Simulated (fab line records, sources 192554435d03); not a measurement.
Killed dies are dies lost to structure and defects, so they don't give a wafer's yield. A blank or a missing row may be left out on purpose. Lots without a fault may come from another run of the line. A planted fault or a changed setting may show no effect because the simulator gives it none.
A struck lot beside a sound one | flow n5_finfet | 19 steps out of a route of 1938
Sound: wafers L907.3, L907.4, L907.6. Struck: wafer L910.5. (L910.2, L910.4 of the same lot were not struck and are left out.) The cause comes at the end.
At each step with rows: each side's tool, then ch and its chambers, then its first start. Under that, the readings that differ: sound wafers | struck wafers | difference of the means | sigmas: that difference in standard deviations of wafers without a fault.
alike: readings whose means differ by less than 2 such deviations, and words and numbers that are the same on both sides. not compared: withheld readings, readings that some wafer has no value for, bounds like >300 that may hide the same value, and numbers for which the record gives no deviation and whose values overlap.
The two part at a step that has a row with sigmas, a row that says differs or no value, or rows on one side only. Numbers that don't overlap but have no deviation are shown without sigmas and don't part them. A reading that every wafer of one side lacks parts them only if that side has two wafers or more.

N5_MIM_BOT_ETCH_ETCH_03: etches the open film in Cl2/BCl3, target depth 12 nm.
  sound on rie_metal-01 ch 0,1, day 13 03:16; struck on rie_metal-01 ch 0, day 13 23:07
  alike: drypump_motor_current_A, oes_product_au, rf_fwd_power_W, throttle_valve_pct
  not compared: rf_hours_counter_h
N5_MIM_BOT_ETCH_ETCH_00: etches TiN in Cl2/BCl3, target depth 45.5 nm.
  sound on rie_metal-01 ch 0,1, day 13 03:22; struck on rie_metal-01 ch 0, day 13 23:12
  alike: drypump_motor_current_A, oes_product_au, rf_fwd_power_W, throttle_valve_pct
  not compared: rf_hours_counter_h
N5_MIM_BOT_ETCH_STRIP_01: strips in O2.
  sound on rie_diel-05 ch 0,1,2, day 13 03:31; struck on rie_diel-06 ch 1, day 13 23:20
  alike: drypump_motor_current_A, oes_product_au, rf_vpp_V, showerhead_plenum_p_Torr, throttle_valve_pct
  not compared: rf_hours_counter_h
then, 3 steps without rows for these wafers: N5_MIM_BOT_ETCH_STRIP_02 (strips in post etch residue remover, time 1200 s); N5_MIM_BOT_ETCH_CLEAN_05 (cleans in IPA, time 180 s); N5_MIM_BOT_ETCH_SRD_06 (time 30 s).
N5_PASSIVATION_PECVD_55: deposits SiO2 from SiH4/N2O, target thk 400 nm, time 22.5 s.
  sound on pecvd-01 ch 0,1,2, day 13 04:04; struck on pecvd-03 ch 1, day 13 23:50
  alike: heater_power_w, rf_fwd_power_W, showerhead_plenum_p_Torr, showerhead_vpp_V, throttle_valve_pct
  not compared: since_wet_clean_h
N5_PASSIVATION_PECVD_01: deposits SiNx from SiH4/NH3/N2, target thk 200 nm, time 43.2 s.
  sound on pecvd-01 ch 0,1,2, day 13 04:05; struck on pecvd-03 ch 1, day 13 23:52
  reading              | sound          | struck | difference | sigmas
  rf_fwd_power_W (W)   | 1393 1394 1392 | 1402   | +9         | +2
  showerhead_vpp_V (V) | 2371 2409 2442 | 2310   | -97        | -2
  alike: heater_power_w, showerhead_plenum_p_Torr, throttle_valve_pct
  not compared: since_wet_clean_h
then, 4 steps without rows for these wafers: N5_PASSIVATION_HMDS_03 (time 60 s); N5_PASSIVATION_COAT_04; N5_PASSIVATION_EBR_06; N5_PASSIVATION_SOFTBAKE_05 (time 90 s).
N5_PASSIVATION_EXPOSE_07: exposes mask TV, defocus 0 nm, target cd 3000 nm.
  sound on krf_scanner-01 ch 0, day 13 04:43; struck on krf_scanner-01 ch 0, day 14 00:13
  alike: mask
then, 3 steps without rows for these wafers: N5_PASSIVATION_PEB_08; N5_PASSIVATION_DEVELOP_09 (develop time 60 s); N5_PASSIVATION_HARDBAKE_11 (time 120 s).
N5_PASSIVATION_CD_MEAS_10: target cd 3000 nm.
  sound on cd_sem-01 ch 0, day 13 04:52; struck on cd_sem-03 ch 0, day 14 00:23
  reading    | sound                | struck | difference | sigmas
  cd_nm (nm) | 3001.4 3000.0 3002.0 | 3012.8 | +11.7      | +6
N5_PASSIVATION_OVL_MEAS_60:
  sound on overlay-01 ch 0, day 13 04:54; struck on overlay-02 ch 0, day 14 00:25
  alike: TV_OVL
N5_PASSIVATION_PROBE_49:
  sound on prober-02, day 13 15:20; struck on prober-01, day 14 07:14
  alike: defect_limited_yield, killed_at_M0_to_M3, killed_at_M4_up, killed_at_contacts, killed_at_front_end, killed_at_other, killed_dies, killed_open, killed_short, sort_bin_4_leakage, sort_bin_5_function, sort_bin_6_memory, sort_n_pass, sort_yield_pct

WHERE THEY PART
First at N5_PASSIVATION_PECVD_01; last, within this record, at N5_PASSIVATION_CD_MEAS_10. Later steps at which nothing parts them and some readings are alike: N5_PASSIVATION_OVL_MEAS_60, N5_PASSIVATION_PROBE_49.

WHY: what the simulator had put in
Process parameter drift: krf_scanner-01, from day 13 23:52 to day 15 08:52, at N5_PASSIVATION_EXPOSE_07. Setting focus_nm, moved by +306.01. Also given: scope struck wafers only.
